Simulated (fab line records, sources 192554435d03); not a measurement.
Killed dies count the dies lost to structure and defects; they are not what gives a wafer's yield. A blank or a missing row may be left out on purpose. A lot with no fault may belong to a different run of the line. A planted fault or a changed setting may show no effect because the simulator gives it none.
fab line records	flow n5-finfet
[record] lots = 7	wafers = 21
route steps=1938 shown SD_EPI_N@288 SD_EPI_P@321 SD_ACTIVATION@330 SDB@350 HKMG_FIN@428 MOL_CONTACT_COAG@531 BEOL_M0_SAQP@658
start-h: start of the lot's first displayed wafer, in hours after the record's first day	wait-h: how many hours have passed since the lot's step before this one	" the same as in the row above	L1.1+2: a single row standing in for several wafers	- value missing, or start not given	* or withheld: withheld	< > ~ a bound
route shown NAME@n: names a module that has steps shown in the file, with the first one's number in the route	usual: mean and standard deviation over wafers with no fault	same: alike in all rows	chamber/n: place in a boat	sites: the reading at each site	_std_site: their standard deviation	_edge_site: mean of outer sites minus mean of inner sites	radius-mm: for every site, how far away it sits from the centre of the wafer	mask NAME#n: copy n	behind: the last tool/chamber to shape the wafer	hold: cause of the lot's hold/its duration in hours/its outcome	device: the transistor (n, p or np) that didn't switch	end of line: tests of these same wafers at the route's end	a step given without rows: its recipe and nothing more	killed: not the wafer's yield, but the dies lost to structure and defects at the first sort	map: shows each die of a wafer: x if killed, . if not, _ if none is there
set.NAME: the run value of the setting; set.NAME@STEP: its run value at that earlier step	model.NAME: the simulator's own value behind a step, which no gauge read
lots whose settings were changed on purpose; a table a step, a row a wafer
[[steps]]
[step N5_SD_EPI_N_EPI_21]
[recipe] material = Si:P	dopant = P	temp-c = 680	pressure-torr = 255	time-s = 690
lot.wafer	tool	chamber	start-h	wait-h	set.temp-c	model.Si-P_of_SD_EPI_N_EPI_21.thk-nm
L074.1	epi-rpcvd-01	0	51.50	0.1	680	58.2
L074.3	"	0	"	"	684.2	63
L074.4	"	0	"	"	680	58.8
L075.3	epi-rpcvd-03	0	59.87	0.7	683.4	62.8
L075.4	"	0	"	"	680	59.2
L075.5	"	0	"	"	683.4	63
L085.1	epi-rpcvd-02	0	120.44	0.1	680	58.6
L085.2	"	0	"	"	680	58.8
L085.6	"	0	121.84	1.4	680	59
L091.4	epi-rpcvd-01	0	153.48	1.2	675.7	55.2
L091.5	"	0	"	"	680	58.2
L091.6	"	0	"	"	675.7	55
L092.2	epi-rpcvd-02	0	157.33	0.4	675.1	53.8
L092.3	"	0	"	"	675.1	54.2
L092.4	"	0	"	"	680	59.2
L093.1	epi-rpcvd-01	0	165.71	0.2	675.2	54.2
L093.3	"	0	"	"	675.2	54.8
L093.5	"	0	"	"	680	58.8
L095.2	epi-rpcvd-02	0	182.33	0.4	676	54.2
L095.5	"	0	"	"	676	54.6
L095.6	"	0	"	"	680	57.2
[step N5_SD_EPI_N_EPI_MEAS_23]
[recipe] mode = xrd
[usual] thk-nm = 58.8/1.2
lot.wafer	tool	chamber	start-h	wait-h	set.temp-c@SD_EPI_N_EPI_21	thk-nm
L074.1	film-metro-02	-	53.23	1.5	680	57.1
L074.3	"	-	"	"	684.2	63.1
L074.4	"	-	"	"	680	59.7
L075.3	film-metro-02	-	61.03	0.9	683.4	62.9
L075.4	"	-	"	"	680	58.9
L075.5	"	-	"	"	683.4	63.2
L085.1	film-metro-02	-	122.16	1.4	680	57.0
L085.2	"	-	"	"	680	59.1
L085.6	"	-	"	"	680	58.5
L091.4	film-metro-02	-	154.64	0.8	675.7	55.1
L091.5	"	-	"	"	680	59.0
L091.6	"	-	"	"	675.7	54.4
L092.2	film-metro-01	-	158.77	1.2	675.1	53.6
L092.3	"	-	"	"	675.1	55.3
L092.4	"	-	"	"	680	58.2
L093.1	film-metro-01	-	167.99	1.9	675.2	53.6
L093.3	"	-	"	"	675.2	55.0
L093.5	"	-	"	"	680	58.6
L095.2	film-metro-02	-	183.76	1.2	676	55.9
L095.5	"	-	"	"	676	53.8
L095.6	"	-	"	"	680	56.4
[step N5_SD_EPI_N_PRECLEAN_49]
[recipe] chemistry = NF3:NH3	afs-cycles = 1	temp-c = 30	time-s = 20	sublimation-temp-c = 180	sublimation-time-s = 60	pressure-torr = 3	rf-power-w = 30
lot.wafer	tool	chamber	start-h	wait-h	set.time-s
L074.1+3	remote-plasma-01	0	53.34	0.0	20
L074.4	"	0	"	"	18.86
L075.3+4+5	remote-plasma-01	1	61.19	0.1	20
L085.1+2+6	remote-plasma-01	0	122.26	0.0	20
L091.4+5	remote-plasma-01	1	154.83	0.1	20
L091.6	"	1	"	"	16.65
L092.2	remote-plasma-01	1	158.90	0.1	20
L092.3+4	"	1	"	"	23.59
L093.1+5	remote-plasma-01	1	168.09	0.0	20
L093.3	"	1	"	"	22.34
L095.2	remote-plasma-02	1	183.93	0.1	20
L095.5+6	"	1	"	"	23.52
[step N5_SD_EPI_N_LINER_46]
[recipe] material = SiNx	target-thk-a = 30	temp-c = 400	ald-precursor-family = SiH2I2	ald-co-reactant = N2/H2-plasma	pressure-torr = 2
[step N5_SD_EPI_P_EPI_21]
[recipe] material = SiGe:B	dopant = B	temp-c = 550	pressure-torr = 20	ambient = H2	time-s = 355
[step N5_SD_EPI_P_HM_STRIP_48]
[recipe] chemistry = H3PO4	temp-c = 160	material = SiNx	target = SiNx	target-depth-a = 30	overetch-fraction = 0.3
lot.wafer	tool	chamber	start-h	wait-h	set.temp-c@SD_EPI_N_EPI_21	model.Si-P_of_SD_EPI_N_EPI_21.thk-nm
L074.1	wet-bench-02	2	57.88	0.0	680	57.6
L074.3	"	6	"	"	684.2	62.4
L074.4	"	0	"	"	680	58.2
L075.3	wet-bench-05	1	66.57	0.0	683.4	62
L075.4	"	0	"	"	680	58.6
L075.5	"	5	"	"	683.4	62.2
L085.1	wet-bench-02	2	126.78	0.0	680	58
L085.2	"	1	"	"	680	58.2
L085.6	"	5	"	"	680	58.4
L091.4	wet-bench-02	3	160.18	0.0	675.7	54.6
L091.5	"	7	"	"	680	57.6
L091.6	"	0	"	"	675.7	54.4
L092.2	wet-bench-02	5	163.81	0.0	675.1	53.2
L092.3	"	3	"	"	675.1	53.6
L092.4	"	0	"	"	680	58.6
L093.1	wet-bench-02	7	172.61	0.0	675.2	53.6
L093.3	"	5	"	"	675.2	54.2
L093.5	"	6	"	"	680	58.2
L095.2	wet-bench-05	0	189.15	0.0	676	53.6
L095.5	"	7	"	"	676	54
L095.6	"	4	"	"	680	56.6
[step N5_SD_EPI_P_SRD_49]
[recipe] dry = ipa-marangoni	time-s = 30	temp-c = 23	rinse-liquid = diw
[step N5_SD_EPI_P_PRECLEAN_24]
[recipe] chemistry = O3/DIW	time-s = 45	temp-c = 22	o3-ppm = 10
[step N5_SD_ACTIVATION_RTA_00]
[recipe] temp-c = 975	time-s = 0	ambient = N2	idle-temp-c = 600	ramp-up-c-per-s = 150	ramp-down-c-per-s = 60	cool-to-c = 600
[step N5_SD_ACTIVATION_LSA_01]
[recipe] temp-c = 1080	time-s = 0.0008	ambient = N2
[step N5_SD_ACTIVATION_RS_MEAS_03]
[recipe] thk-meas-gauge = four-point-probe
[usual] RS_SD_N = 21.95/0.28	RS_SD_P = 56.1/0.84
lot.wafer	tool	chamber	start-h	wait-h	set.temp-c@SD_EPI_N_EPI_21	RS_SD_N[ohm/sq]	RS_SD_P[ohm/sq]
L074.1	film-metro-01	-	58.50	0.2	680	22.41	55.8
L074.3	"	-	"	"	684.2	20.65	55.4
L074.4	"	-	"	"	680	21.88	56.3
L075.3	film-metro-02	-	67.25	0.2	683.4	20.54	56.3
L075.4	"	-	"	"	680	21.93	56.1
L075.5	"	-	"	"	683.4	20.53	56.0
L085.1	film-metro-01	-	127.35	0.2	680	21.96	56.1
L085.2	"	-	"	"	680	21.89	56.1
L085.6	"	-	"	"	680	21.82	55.3
L091.4	film-metro-02	-	160.80	0.1	675.7	23.41	55.4
L091.5	"	-	"	"	680	22.16	55.9
L091.6	"	-	"	"	675.7	23.35	55.5
L092.2	film-metro-02	-	164.41	0.2	675.1	23.95	56.3
L092.3	"	-	"	"	675.1	23.75	55.2
L092.4	"	-	"	"	680	21.72	55.5
L093.1	film-metro-02	-	173.31	0.2	675.2	23.69	55.9
L093.3	"	-	"	"	675.2	23.37	55.2
L093.5	"	-	"	"	680	22.26	55.1
L095.2	film-metro-01	-	189.74	0.2	676	23.48	56.6
L095.5	"	-	"	"	676	23.50	56.9
L095.6	"	-	"	"	680	22.53	55.7
[step N5_SDB_COAT_05]
[recipe] resist = CAR-ArF	spin-rpm = 1500	resist-thk-nm = 90
lot.wafer	tool	chamber	start-h	wait-h	set.spin-rpm	model.CAR-ArF_of_SDB_COAT_05.thk-nm
L074.1+4	litho-track-02	0	-	-	1438	92.4
L074.3	"	0	"	"	1500	90.4
L075.3	litho-track-02	0	-	-	1500	90.2
L075.4	"	0	"	"	1651	85.8
L075.5	"	0	"	"	1651	85.6
L085.1+6	litho-track-04	0	-	-	1500	90
L085.2	"	0	"	"	1500	89.8
L091.4+5	litho-track-01	0	-	-	1455	91.6
L091.6	"	0	"	"	1455	91.4
L092.2	litho-track-04	0	-	-	1652	85.6
L092.3	"	0	"	"	1500	89.8
L092.4	"	0	"	"	1500	90
L093.1	litho-track-01	0	-	-	1500	90.2
L093.3	"	0	"	"	1500	90
L093.5	"	0	"	"	1641	86
L095.2	litho-track-02	0	-	-	1500	90.4
L095.5	"	0	"	"	1500	90.2
L095.6	"	0	"	"	1500	90.6
[step N5_SDB_EBR_07]
[recipe] solvent = PGMEA	ebr-width-mm = 1.5
[step N5_SDB_SOFTBAKE_06]
[recipe] temp-c = 110	time-s = 60	resist = CAR-ArF
[step N5_SDB_EXPOSE_08]
[recipe] mask-id = SDB	na = 1.35	source-shape = conventional	sigma-outer = 0.5	polarization = unpolarized	dose-mj = 49.6
[step N5_SDB_PEB_09]
[recipe] peb-temp-c = withheld	peb-time-s = 60	resist = CAR-ArF
[step N5_SDB_DEVELOP_10]
[recipe] develop-time-s = 30	developer = TMAH	resist = CAR-ArF	rinse-liquid = diw	dry = air-spin	dev-temp-c = 23
lot.wafer	tool	chamber	start-h	wait-h	set.spin-rpm@SDB_COAT_05	model.CAR-ArF_of_SDB_COAT_05.thk-nm
L074.1+4	litho-track-02	0	-	-	1438	90.6
L074.3	"	0	"	"	1500	88.6
L075.3	litho-track-01	0	-	-	1500	88.4
L075.4+5	"	0	"	"	1651	84
L085.1	litho-track-02	0	-	-	1500	88.4
L085.2+6	"	0	"	"	1500	88.2
L091.4+6	litho-track-01	0	-	-	1455	89.8
L091.5	"	0	"	"	1455	90
L092.2	litho-track-04	0	-	-	1652	84
L092.3	"	0	"	"	1500	88
L092.4	"	0	"	"	1500	88.2
L093.1+3	litho-track-02	0	-	-	1500	88.4
L093.5	"	0	"	"	1641	84.4
L095.2+6	litho-track-01	0	-	-	1500	88.8
L095.5	"	0	"	"	1500	88.6
[step N5_SDB_ALD_29]
[recipe] material = SiNx	target-thk-a = 300	temp-c = 400	ald-precursor-family = SiH2I2	ald-co-reactant = N2/H2-plasma	pulse-time-s = 1	ald-cycles = 600	purge-time-s = 2	co-reactant-purge-time-s = 2	pressure-torr = 2
lot.wafer	tool	chamber	start-h	wait-h	set.ald-cycles	model.SiNx_of_SDB_ALD_29.thk-nm
L074.1+3	ald-sin-02	1,0	66.68	0.0	600	30.2
L074.4	"	2	"	"	600	30
L075.3+4	ald-sin-01	2	75.73	0.0	600	30
L075.5	"	1	77.08	1.4	693	34.8
L085.1	ald-sin-02	0	135.44	0.0	600	30
L085.2+6	"	2,3	"	"	600	29.8
L091.4	ald-sin-02	3	169.17	0.0	515	25.4
L091.5	"	2	170.52	1.4	600	29.8
L091.6	"	1	"	"	600	30.2
L092.2+3+4	ald-sin-02	0,2,1	172.60	0.0	600	30.2
L093.1	ald-sin-01	3	181.64	0.0	600	30.2
L093.3+5	"	3,2	183.00	1.4	600	30
L095.2+5	ald-sin-04	0	198.04	0.0	690	34.4
L095.6	"	3	199.39	1.4	600	30.2
[step N5_HKMG_FIN_PEB_10]
[recipe] peb-temp-c = withheld	peb-time-s = 60	resist = CAR-ArF
lot.wafer	tool	chamber	start-h	wait-h	set.peb-time-s
L074.1+3+4	litho-track-05	0	74.46	0.1	60
L075.3+4+5	litho-track-02	0	84.30	0.0	60
L085.1+2+6	litho-track-02	0	143.36	0.1	60
L091.4+6	litho-track-05	0	177.02	0.0	53.26
L091.5	"	0	"	"	60
L092.2+3	litho-track-03	0	180.50	0.0	60
L092.4	"	0	"	"	68.44
L093.1+5	litho-track-03	0	191.18	0.1	68.9
L093.3	"	0	"	"	60
L095.2+6	litho-track-03	0	206.34	0.0	55.76
L095.5	"	0	"	"	60
[step N5_HKMG_FIN_DEVELOP_11]
[recipe] develop-time-s = 30	developer = TMAH	resist = CAR-ArF	dev-temp-c = 23	rinse-liquid = diw	dry = air-spin
[step N5_HKMG_FIN_CD_MEAS_12]
[recipe] target-cd-nm = 92.8	landing-energy-ev = 500	detector = se-inlens
[usual] cd-nm = 92.6/0.56
lot.wafer	tool	chamber	start-h	wait-h	set.peb-time-s@HKMG_FIN_PEB_10	cd-nm
L074.1	cd-sem-03	0	74.53	-	60	90.9
L074.3	"	0	"	"	60	91.5
L074.4	"	0	"	"	60	92.0
L075.3	cd-sem-02	0	84.36	-	60	92.5
L075.4	"	0	"	"	60	92.1
L075.5	"	0	"	"	60	93.0
L085.1	cd-sem-03	0	143.43	-	60	92.4
L085.2	"	0	"	"	60	93.2
L085.6	"	0	"	"	60	92.6
L091.4	cd-sem-02	0	177.09	-	53.26	87.7
L091.5	"	0	"	"	60	92.2
L091.6	"	0	"	"	53.26	88.2
L092.2	cd-sem-02	0	180.56	-	60	92.6
L092.3	"	0	"	"	60	92.7
L092.4	"	0	"	"	68.44	96.1
L093.1	cd-sem-02	0	191.25	-	68.9	97.6
L093.3	"	0	"	"	60	93.4
L093.5	"	0	"	"	68.9	98.1
L095.2	cd-sem-01	0	206.40	-	55.76	90.5
L095.5	"	0	"	"	60	93.1
L095.6	"	0	"	"	55.76	89.6
[step N5_HKMG_FIN_ETCH_35]
[recipe] chemistry = N2/H2	target = SOC	target-depth-a = 2158	ion-energy-ev = 65	bias-w = 5	source-w = 3000	time-s = 243.4	pressure-mtorr = 30	n2-flow-sccm = 200	h2-flow-sccm = 200
[usual] rf-vpp-V = 141.7/1
lot.wafer	tool	chamber	start-h	wait-h	set.source-w	rf-vpp-V	model.etch.depth-nm	model.SOC_of_HKMG_FIN_COAT_29.thk-nm	model.HKMG_FIN.feature-depth-nm
L074.1	rie-diel-01	0	74.92	0.0	3000	143.0	219.8	80.2	219.8
L074.3	"	3	"	"	3224	136.7	224.3	76.6	224.4
L074.4	"	1	"	"	3224	139.5	223.7	78	223.6
L075.3	rie-diel-01	1	84.79	0.0	3487	132.8	241.4	58.6	241.4
L075.4	"	2	"	"	3000	141.8	213.7	86.6	213.8
L075.5	"	1	"	"	3487	134.5	240.3	60.4	240.4
L085.1	rie-diel-01	3	143.84	0.0	3000	144.3	218.8	82.2	218.8
L085.2	"	0	"	"	3000	144.0	218.8	81.4	218.8
L085.6	"	3	"	"	3000	144.6	219	81.6	219
L091.4	rie-diel-06	0	177.47	0.0	3000	140.7	226	74	226
L091.5	"	2	"	"	3362	135.5	240.7	59.4	240.8
L091.6	"	1	"	"	3000	142.9	212.3	86.6	212.4
L092.2	rie-diel-02	1	181.30	0.0	3000	141.0	211.3	89.2	211.4
L092.3	"	0	"	"	3135	139.2	222.1	79	222.2
L092.4	"	2	"	"	3000	143.6	216.8	84.4	216.8
L093.1	rie-diel-06	0	191.80	0.0	3000	141.6	221.1	79	221
L093.3	"	1	"	"	3000	141.5	212.5	87.8	212.6
L093.5	"	2	"	"	3000	141.7	214.9	85.4	214.8
L095.2	rie-diel-06	1	206.80	0.0	3000	141.2	212.8	87.2	212.8
L095.5	"	0	"	"	3000	141.6	222.9	77.6	223
L095.6	"	1	"	"	3246	139.2	226.6	74	226.6
[step N5_MOL_CONTACT_COAG_ETCH_105]
[recipe] chemistry = CF4	target = SiARC	target-depth-a = 156	mask-material = CAR-EUV	time-s = 26	ion-energy-ev = 80	pressure-mtorr = 40	source-w = 545	bias-w = 36	Ar_flow_sccm = 100	cf4-flow-sccm = 100	ends = cleared
[usual] rf-vpp-V = 184.5/1.2
lot.wafer	tool	chamber	start-h	wait-h	set.bias-w	rf-vpp-V
L074.1	rie-diel-02	1	86.72	0.0	36	185.3
L074.3	"	3	"	"	36	185.2
L074.4	"	0	"	"	37.97	192.0
L075.3	rie-diel-02	1	98.98	0.0	42.14	205.4
L075.4	"	0	"	"	36	184.2
L075.5	"	1	"	"	36	183.5
L085.1	rie-diel-01	2	156.51	0.0	36	187.0
L085.2	"	3	"	"	36	187.1
L085.6	"	3	"	"	36	186.1
L091.4	rie-diel-01	0	192.11	0.0	36	185.1
L091.5	"	3	"	"	36	186.4
L091.6	"	2	"	"	34.18	178.5
L092.2	rie-diel-02	2	193.25	0.0	36	184.5
L092.3	"	0	"	"	36	183.9
L092.4	"	3	"	"	42	203.3
L093.1	rie-diel-06	2	204.28	0.0	38.76	192.6
L093.3	"	3	"	"	36	183.2
L093.5	"	1	"	"	36	185.0
L095.2	rie-diel-01	1	219.09	0.0	36	182.4
L095.5	"	3	"	"	40.53	200.7
L095.6	"	1	"	"	36	184.3
[step N5_MOL_CONTACT_COAG_ETCH_15]
[recipe] chemistry = CH3F/O2	target = SiNx	target-depth-a = 70	mask-material = SOC	stop-on = Si:P	over-etch-frac = 0.75	ion-energy-ev = 120	pressure-mtorr = 30	source-w = 395	bias-w = 73	Ar_flow_sccm = 150	CH3F_flow_sccm = 30	O2_flow_sccm = 20
[usual] rf-vpp-V = 301/3.8
lot.wafer	tool	chamber	start-h	wait-h	set.source-w	rf-vpp-V
L074.1	rie-diel-02	1	86.88	0.0	395	296
L074.3	"	3	"	"	395	296
L074.4	"	0	"	"	363.5	312
L075.3	rie-diel-02	1	99.14	0.0	395	297
L075.4	"	0	"	"	330.2	325
L075.5	"	1	"	"	395	296
L085.1	rie-diel-01	2	156.68	0.0	395	304
L085.2	"	3	"	"	395	299
L085.6	"	3	"	"	395	299
L091.4	rie-diel-01	0	192.29	0.0	395	298
L091.5	"	3	"	"	346.2	318
L091.6	"	2	"	"	346.2	322
L092.2	rie-diel-02	2	193.42	0.0	395	312
L092.3	"	0	"	"	395	299
L092.4	"	3	"	"	395	296
L093.1	rie-diel-06	2	204.45	0.0	395	300
L093.3	"	3	"	"	395	304
L093.5	"	1	"	"	395	303
L095.2	rie-diel-01	1	219.26	0.0	337.9	327
L095.5	"	3	"	"	395	298
L095.6	"	1	"	"	395	305
[step N5_MOL_CONTACT_COAG_ETCHBACK_135]
[recipe] chemistry = CHF3	target = SiO2	target-depth-a = 250	time-s = 16.7	ion-energy-ev = 200	pressure-mtorr = 30	source-w = 610	bias-w = 170	Ar_flow_sccm = 200	CHF3_flow_sccm = 50
lot.wafer	tool	chamber	start-h	wait-h	set.time-s	model.SOC_of_MOL_CONTACT_COAG_COAT_75.thk-nm
L074.1	rie-diel-02	1	100.16	0.0	16.7	57.4
L074.3	"	0	"	"	12.98	57.8
L074.4	"	2	"	"	16.7	57.2
L075.3+5	rie-diel-06	2,1	111.97	0.0	15.04	57.8
L075.4	"	2	"	"	16.7	57.4
L085.1+2+6	rie-diel-02	0,2,1	166.54	0.0	16.7	57.2
L091.4	rie-diel-06	3	203.54	0.0	16.7	57.2
L091.5	"	3	"	"	19.26	57
L091.6	"	0	"	"	19.26	56.8
L092.2+4	rie-diel-01	1,2	204.23	0.0	16.7	57.2
L092.3	"	0	"	"	16.7	57
L093.1	rie-diel-06	2	215.12	0.0	19.16	56.8
L093.3	"	1	"	"	19.16	56.6
L093.5	"	2	"	"	16.7	57.2
L095.2	rie-diel-06	0	229.17	0.0	16.7	57.4
L095.5+6	"	3,2	"	"	16.7	57.6
[step N5_MOL_CONTACT_COAG_COAT_64]
[recipe] resist = underlayer	temp-c = 205	time-s = 60	spin-rpm = 1500	resist-thk-nm = 10
lot.wafer	tool	chamber	start-h	wait-h	set.spin-rpm	model.underlayer_of_MOL_CONTACT_COAG_COAT_64.thk-nm
L074.1+3+4	litho-track-03	0	-	-	1601	9.8
L075.3+4	litho-track-03	0	-	-	1500	10
L075.5	"	0	"	"	1396	10.4
L085.1+2+6	litho-track-03	0	-	-	1500	10
L091.4+6	litho-track-04	0	-	-	1500	10
L091.5	"	0	"	"	1404	10.2
L092.2	litho-track-02	0	-	-	1390	10.4
L092.3+4	"	0	"	"	1500	10
L093.1+3	litho-track-04	0	-	-	1583	9.8
L093.5	"	0	"	"	1500	10
L095.2+6	litho-track-03	0	-	-	1556	9.8
L095.5	"	0	"	"	1500	10
[step N5_MOL_CONTACT_COAG_COAT_34]
[recipe] resist = CAR-EUV	spin-rpm = 1500	resist-thk-nm = 40
[step N5_MOL_CONTACT_COAG_EBR_36]
[recipe] solvent = PGMEA	ebr-width-mm = 1.5
[step N5_MOL_CONTACT_COAG_DESCUM_45]
[recipe] chemistry = O2	time-s = 7	source-power-w = 50	bias-power-w = 20	pressure-mtorr = 20	rf-frequency-hz = 2.712e+07	temp-c = 40	resist = CAR-EUV	o2-flow-sccm = 225
[step N5_MOL_CONTACT_COAG_ETCH_65]
[recipe] chemistry = N2/H2	target = underlayer	target-depth-a = 130	mask-material = CAR-EUV	time-s = 10.4	ion-energy-ev = 200	pressure-mtorr = 30	source-w = 840	bias-w = 150	n2-flow-sccm = 200	h2-flow-sccm = 200	ends = cleared
lot.wafer	tool	chamber	start-h	wait-h	set.spin-rpm@MOL_CONTACT_COAG_COAT_64	model.etch.depth-nm
L074.1	rie-diel-02	1	101.14	0.0	1601	9.755
L074.3	"	2	"	"	1601	9.704
L074.4	"	0	"	"	1601	9.706
L075.3	rie-diel-01	1	112.82	0.0	1500	9.992
L075.4	"	2	"	"	1500	10.02
L075.5	"	1	"	"	1396	10.38
L085.1	rie-diel-02	1	167.39	0.0	1500	10.02
L085.2	"	2	"	"	1500	9.998
L085.6	"	3	"	"	1500	10.07
L091.4	rie-diel-01	2	204.51	0.0	1500	9.978
L091.5	"	3	"	"	1404	10.3
L091.6	"	2	"	"	1500	10
L092.2	rie-diel-06	0	205.20	0.0	1390	10.42
L092.3	"	1	"	"	1500	10.03
L092.4	"	3	"	"	1500	10.02
L093.1	rie-diel-02	0	216.50	0.0	1583	9.713
L093.3	"	3	"	"	1583	9.716
L093.5	"	2	"	"	1500	9.982
L095.2	rie-diel-01	0	230.14	0.0	1556	9.818
L095.5	"	2	"	"	1500	10.02
L095.6	"	1	"	"	1556	9.856
[step N5_BEOL_M0_SAQP_MANDREL_ETCH_20]
[recipe] target-depth-a = 600	chemistry = HBr/Cl2	target = a-Si	stop-on = SiNx	bt-time-s = 10	mask-material = SOC	over-etch-frac = 0.5	time-s = 30	pressure-mtorr = 10	icp-w = 800	bias-w = 75	HBr_flow_sccm = 150	Cl2_flow_sccm = 80	ends = end-point
lot.wafer	tool	chamber	start-h	wait-h	set.bias-w	model.SOC_of_BEOL_M0_SAQP_COAT_81.thk-nm
L074.1	rie-si-06	0	108.52	0.0	84.41	74.6
L074.3	"	2	"	"	75	76.8
L074.4	"	3	"	"	75	76
L075.3	rie-si-03	3	120.15	0.0	86.68	75
L075.4	"	1	"	"	86.68	74.2
L075.5	"	2	"	"	75	76.4
L085.1	rie-si-03	3	178.13	0.0	75	76.2
L085.2	"	1	"	"	75	75.6
L085.6	"	0	"	"	75	75.2
L091.4	rie-si-01	3	210.59	0.0	75	76.6
L091.5	"	3	"	"	75	76.8
L091.6	"	0	"	"	75	76.4
L092.2	rie-si-03	1	213.93	0.0	75	75.2
L092.3	"	2	"	"	75	75.6
L092.4	"	0	"	"	75	75
L093.1	rie-si-03	0	222.94	0.0	84.07	73.6
L093.3	"	3	"	"	75	75
L093.5	"	0	"	"	84.07	73.8
L095.2+6	rie-si-01	0	238.33	0.0	75	76.4
L095.5	"	3	"	"	75	76.6
[[key]]
[split] step = N5_SD_EPI_N_EPI_21	setting = temp-c	stated = 680	by = wafer
[response] step = N5_SD_EPI_N_EPI_21	reading = model.Si-P_of_SD_EPI_N_EPI_21.thk-nm	change = +6.27	per = 1%	r = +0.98
[response] step = N5_SD_EPI_N_EPI_MEAS_23	reading = thk-nm	change = *	per = 1%	r = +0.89
[response] step = N5_SD_EPI_P_HM_STRIP_48	reading = model.Si-P_of_SD_EPI_N_EPI_21.thk-nm	change = +6.23	per = 1%	r = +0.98
[response] step = N5_SD_ACTIVATION_RS_MEAS_03	reading = RS_SD_N	change = -2.25	per = 1%	r = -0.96
[split] step = N5_SD_EPI_N_PRECLEAN_49	setting = time-s	stated = 20	by = wafer
response none clear
[split] step = N5_SDB_COAT_05	setting = spin-rpm	stated = 1500	by = wafer
[response] step = N5_SDB_COAT_05	reading = model.CAR-ArF_of_SDB_COAT_05.thk-nm	change = -0.438	per = 1%	r = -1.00
[response] step = N5_SDB_DEVELOP_10	reading = model.CAR-ArF_of_SDB_COAT_05.thk-nm	change = -0.426	per = 1%	r = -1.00
[split] step = N5_SDB_ALD_29	setting = ald-cycles	stated = 600	by = wafer
[response] step = N5_SDB_ALD_29	reading = model.SiNx_of_SDB_ALD_29.thk-nm	change = +0.304	per = 1%	r = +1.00
[split] step = N5_HKMG_FIN_PEB_10	setting = peb-time-s	stated = 60	by = wafer
[response] step = N5_HKMG_FIN_CD_MEAS_12	reading = cd-nm	change = +0.313	per = 1%	r = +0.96
[split] step = N5_HKMG_FIN_ETCH_35	setting = source-w	stated = 3000	by = wafer
[response] step = N5_HKMG_FIN_ETCH_35	reading = rf-vpp-V	change = -0.502	per = 1%	r = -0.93
[response] step = N5_HKMG_FIN_ETCH_35	reading = model.etch.depth-nm	change = +1.52	per = 1%	r = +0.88
[response] step = N5_HKMG_FIN_ETCH_35	reading = model.SOC_of_HKMG_FIN_COAT_29.thk-nm	change = -1.48	per = 1%	r = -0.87
[response] step = N5_HKMG_FIN_ETCH_35	reading = model.HKMG_FIN.feature-depth-nm	change = +1.52	per = 1%	r = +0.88
[split] step = N5_MOL_CONTACT_COAG_ETCH_105	setting = bias-w	stated = 36	by = wafer
[response] step = N5_MOL_CONTACT_COAG_ETCH_105	reading = rf-vpp-V	change = +1.24	per = 1%	r = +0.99
[split] step = N5_MOL_CONTACT_COAG_ETCH_15	setting = source-w	stated = 395	by = wafer
[response] step = N5_MOL_CONTACT_COAG_ETCH_15	reading = rf-vpp-V	change = -1.79	per = 1%	r = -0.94
[split] step = N5_MOL_CONTACT_COAG_ETCHBACK_135	setting = time-s	stated = 16.7	by = wafer
[response] step = N5_MOL_CONTACT_COAG_ETCHBACK_135	reading = model.SOC_of_MOL_CONTACT_COAG_COAT_75.thk-nm	change = -0.0259	per = 1%	r = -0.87
[split] step = N5_MOL_CONTACT_COAG_COAT_64	setting = spin-rpm	stated = 1500	by = wafer
[response] step = N5_MOL_CONTACT_COAG_COAT_64	reading = model.underlayer_of_MOL_CONTACT_COAG_COAT_64.thk-nm	change = -0.0472	per = 1%	r = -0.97
[response] step = N5_MOL_CONTACT_COAG_ETCH_65	reading = model.etch.depth-nm	change = -0.0512	per = 1%	r = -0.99
[split] step = N5_BEOL_M0_SAQP_MANDREL_ETCH_20	setting = bias-w	stated = 75	by = wafer
[response] step = N5_BEOL_M0_SAQP_MANDREL_ETCH_20	reading = model.SOC_of_BEOL_M0_SAQP_COAT_81.thk-nm	change = -0.121	per = 1%	r = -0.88
